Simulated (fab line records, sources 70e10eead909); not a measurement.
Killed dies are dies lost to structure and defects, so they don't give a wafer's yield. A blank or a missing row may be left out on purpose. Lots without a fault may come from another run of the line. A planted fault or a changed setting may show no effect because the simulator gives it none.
Which tool did it? | flow nand_harc | 7 lots, 21 wafers sampled, at 5 steps of a route of 1302

WHAT THE GAUGES READ, wafer by wafer
NHARC_A_M0_CD_MEAS_09: target cd 80 nm.
lot  | measured     | on        | cd_nm (nm)
L531 | day 23 10:10 | cd_sem-01 | 79.5 79.5 79.2
L534 | day 24 12:14 | cd_sem-03 | 79.7 79.6 79.4
L537 | day 26 08:00 | cd_sem-01 | 80.3 80.2 80.6
L539 | day 26 19:51 | cd_sem-03 | 80.7 79.7 80.5
L541 | day 27 18:05 | cd_sem-01 | 79.6 79.1 78.4
L548 | day 30 09:09 | cd_sem-01 | 81.1 80.6 80.0
L550 | day 31 11:25 | cd_sem-02 | 79.4 80.0 79.6

WHICH TOOL RAN EACH LOT (tool, then ch and the chambers of the sampled wafers, then the start)
lot  | NHARC_A_CONTACT_ETCH_110           | NHARC_A_BLC_PVD_32                      | NHARC_A_BLC_CVD_24            | NHARC_A_BLC_CMP_25
L531 | rie_diel-08 ch 0,2, day 23 03:19   | pvd_sputter-01, day 23 08:10 or earlier | cvd_w-02 ch 0,1, day 23 08:10 | cmp-01 ch 1,2, day 23 08:42
L534 | rie_diel-03 ch 0,2,3, day 24 04:29 | pvd_sputter-02, day 24 10:23 or earlier | cvd_w-02 ch 0,1, day 24 10:23 | cmp-03 ch 0,2, day 24 10:55
L537 | rie_diel-12 ch 2,3, day 26 01:28   | pvd_sputter-02, day 26 06:11 or earlier | cvd_w-02 ch 0,1, day 26 06:11 | cmp-01 ch 0,2, day 26 06:43
L539 | rie_diel-12 ch 0,2,3, day 26 13:07 | pvd_sputter-03, day 26 18:01 or earlier | cvd_w-01 ch 0,1, day 26 18:01 | cmp-02 ch 1,2,3, day 26 18:33
L541 | rie_diel-08 ch 0,1,2, day 27 10:44 | pvd_sputter-03, day 27 15:37 or earlier | cvd_w-01 ch 0,1, day 27 15:37 | cmp-02 ch 0,3, day 27 16:53
L548 | rie_diel-08 ch 0,1,2, day 30 01:44 | pvd_sputter-01, day 30 06:35 or earlier | cvd_w-01 ch 0,1, day 30 06:35 | cmp-03 ch 0,1,2, day 30 07:52
L550 | rie_diel-03 ch 0,2,3, day 31 04:11 | pvd_sputter-01, day 31 09:14 or earlier | cvd_w-02 ch 0,1, day 31 09:14 | cmp-02 ch 0,1,2, day 31 09:41
- NHARC_A_CONTACT_ETCH_110: etches the open film in CF4/O2, target depth 60 nm, overetch 6 nm, time 33 s.
- NHARC_A_BLC_PVD_32: deposits Ti, target thk 5 nm, time 17.7 s.
- NHARC_A_BLC_CVD_24: deposits W, target thk 150 nm, time 434 s.
- NHARC_A_BLC_CMP_25: polishes, t overpolish 30 s, target thk 150 nm.

THE ANSWER, worked out from the rows above alone
Rule: what is usual is taken from the lots themselves. Put in order of their means at a reading, lots are off if they are a third of the lots or fewer, leave a main group of 4 or more, and stand apart from it by a gap of 3 or more times the standard deviation of the main group's means; of several such gaps the widest counts. A main group whose means are all the same, to the digits that the tables above print for the reading, isn't used. A lot without any number at a reading at which 4 lots or more have one is off too. The other lots that the step has rows for count as sound.
No lot is off at any reading shown: from this, nothing can be told.

WHAT THE SIMULATOR HAD PUT IN
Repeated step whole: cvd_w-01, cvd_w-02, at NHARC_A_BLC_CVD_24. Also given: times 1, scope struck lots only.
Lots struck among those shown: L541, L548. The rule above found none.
